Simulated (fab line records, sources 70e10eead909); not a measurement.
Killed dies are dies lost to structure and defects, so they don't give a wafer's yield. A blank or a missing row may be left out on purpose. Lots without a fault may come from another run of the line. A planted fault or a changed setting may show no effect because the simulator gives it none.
Chamber matching | flow nand_harc | NHARC_P_BONDPAD_ETCH_12 on rie_diel-09: 4 sister chambers
The step etches the open film in CHF3/O2, target depth 200 nm, time 100 s. 4 wafers are shown with their chamber, then 7 later ones without.

WAFERS WITH THEIR CHAMBER
wafer  | chamber | drypump_motor_current_A (A)
L423.2 | 1       | 5.2
L432.6 | 3       | 6.2
L439.1 | 0       | 5.3
L439.3 | 2       | 6.9

WAFERS WITHOUT THEIR CHAMBER
wafer  | drypump_motor_current_A (A)
L439.4 | 6.2
L441.1 | 6.2
L441.3 | 5.3
L441.5 | 6.9
L442.2 | 6.8
L442.3 | 5.2
L442.4 | 6.2

WHICH CHAMBER EACH WENT THROUGH
wafer  | from the rows above | in truth
L439.4 | 3                   | 3
L441.1 | 3                   | 3
L441.3 | 0                   | 0
L441.5 | 2                   | 2
L442.2 | 2                   | 2
L442.3 | 1                   | 1
L442.4 | 3                   | 3
Placed correctly: 7 of 7. Can't be placed from these rows: 0. Placed wrongly: 0.
How it was worked out, from the rows above alone: a wafer's distance from a chamber is the root of the sum, over the readings, of the square of ((its reading less the chamber's mean) divided by the reading's scatter). The wafer belongs to the nearest chamber; if the next one is less than 2 further off, it can't be placed. A chamber's mean is the mean of its shown wafers. The scatter: with one shown wafer a chamber, the root of the mean of the squares of how far each hidden wafer lies from its nearest shown one.
